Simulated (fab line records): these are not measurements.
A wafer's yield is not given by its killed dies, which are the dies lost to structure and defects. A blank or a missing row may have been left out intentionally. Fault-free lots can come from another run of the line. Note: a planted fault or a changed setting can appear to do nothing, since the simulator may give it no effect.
Chamber matching ; flow n5-finfet ; N5_BEOL_M4_DEP_57 on pecvd-03: 3 sister chambers
The step deposits SiCN from 3MS/NH3, target thk 8 nm, time 14 s. 3 wafers are shown with their chamber, then 11 later ones without.

## WAFERS PAIRED WITH THEIR CHAMBERS
wafer;chamber;showerhead-plenum-p-Torr (Torr)
L090.3;0;3.654
L090.6;1;3.659
L091.1;2;3.665

## WAFERS WITH NO CHAMBER GIVEN
wafer;showerhead-plenum-p-Torr (Torr)
L091.3;3.649
L091.4;3.662
L092.2;3.661
L092.4;3.663
L092.6;3.656
L096.2;3.651
L096.3;3.664
L096.4;3.662
L094.1;3.653
L094.4;3.661
L094.6;3.653

## CHAMBER TAKEN BY EACH
wafer;from the rows above;in truth
L091.3;can't be placed: 0 or 1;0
L091.4;can't be placed: 1 or 2 or 0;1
L092.2;can't be placed: 1 or 2 or 0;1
L092.4;can't be placed: 2 or 1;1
L092.6;can't be placed: 0 or 1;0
L096.2;can't be placed: 0 or 1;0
L096.3;can't be placed: 2 or 1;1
L096.4;can't be placed: 1 or 2 or 0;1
L094.1;can't be placed: 0 or 1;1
L094.4;can't be placed: 1 or 2 or 0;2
L094.6;can't be placed: 0 or 1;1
Correctly placed: 0 of 11. These rows do not allow placing 11 (true chamber among the candidates in 11). Placed wrongly: 0.
How it was worked out, from the rows above alone: a wafer's distance from a chamber is the root of the sum, over the readings, of the square of ((its reading less the chamber's mean) divided by the reading's scatter). If the next closest chamber is less than 2 further off than the closest, the wafer can't be placed; otherwise it belongs to the closest. For every chamber, the mean is computed from those of its wafers that are shown. The scatter: root of mean squared gap, hidden wafer to nearest shown wafer, with one shown wafer a chamber.
